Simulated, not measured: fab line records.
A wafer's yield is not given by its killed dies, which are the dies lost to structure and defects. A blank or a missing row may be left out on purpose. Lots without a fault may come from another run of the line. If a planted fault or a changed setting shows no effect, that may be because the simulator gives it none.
Matching of chambers + flow n5Finfet + N5_BEOL_M0_SAQP_MANDREL1_REMOVE_100 on rieSi-05: 4 sister chambers
The step chemistry HBr/Cl2/O2, target a-Si, stops on SiNx, bt time 10 s. 8 wafers are shown with their chamber, then 10 later ones without.

## WAFERS PAIRED WITH THEIR CHAMBERS
| wafer  | chamber | throttleValvePct (%) | drypumpMotorCurrentA (A) |
|--------|---------|----------------------|--------------------------|
| L085.4 | 1       | 36.76                | 6.2                      |
| L087.2 | 0       | 36.68                | 5.6                      |
| L087.3 | 1       | 36.78                | 6.2                      |
| L086.3 | 3       | 36.87                | 5.7                      |
| L086.4 | 2       | 36.39                | 6.1                      |
| L086.5 | 2       | 36.39                | 6.0                      |
| L089.3 | 0       | 36.69                | 5.6                      |
| L089.5 | 3       | 36.86                | 5.7                      |

## WAFERS WHOSE CHAMBER IS MISSING
| wafer  | throttleValvePct (%) | drypumpMotorCurrentA (A) |
|--------|----------------------|--------------------------|
| L089.6 | 36.68                | 5.6                      |
| L091.2 | 36.87                | 5.7                      |
| L091.3 | 36.68                | 5.6                      |
| L091.4 | 36.76                | 6.2                      |
| L092.2 | 36.77                | 6.2                      |
| L092.5 | 36.68                | 5.6                      |
| L092.6 | 36.86                | 5.7                      |
| L095.1 | 36.68                | 5.6                      |
| L095.4 | 36.40                | 6.1                      |
| L095.6 | 36.39                | 6.1                      |

## EACH ONE'S CHAMBER
| wafer  | from the rows above | in truth |
|--------|---------------------|----------|
| L089.6 | 0                   | 0        |
| L091.2 | 3                   | 3        |
| L091.3 | 0                   | 0        |
| L091.4 | 1                   | 1        |
| L092.2 | 1                   | 1        |
| L092.5 | 0                   | 0        |
| L092.6 | 3                   | 3        |
| L095.1 | 0                   | 0        |
| L095.4 | 2                   | 2        |
| L095.6 | 2                   | 2        |
Correctly placed: 10 of 10. Can't be placed from these rows: 0. Number placed wrongly: 0.
How it was worked out, from the rows above alone: a wafer's distance from a chamber is the root of the sum, over the readings, of the square of ((its reading less the chamber's mean) divided by the reading's scatter). The wafer belongs to the nearest chamber; if the next one is less than 2 further off, it can't be placed. The mean given for a chamber averages the wafers shown for that chamber. The scatter: the root of (the sum of the squares of (reading less its chamber's mean) over the shown wafers, divided by (wafers less chambers)).
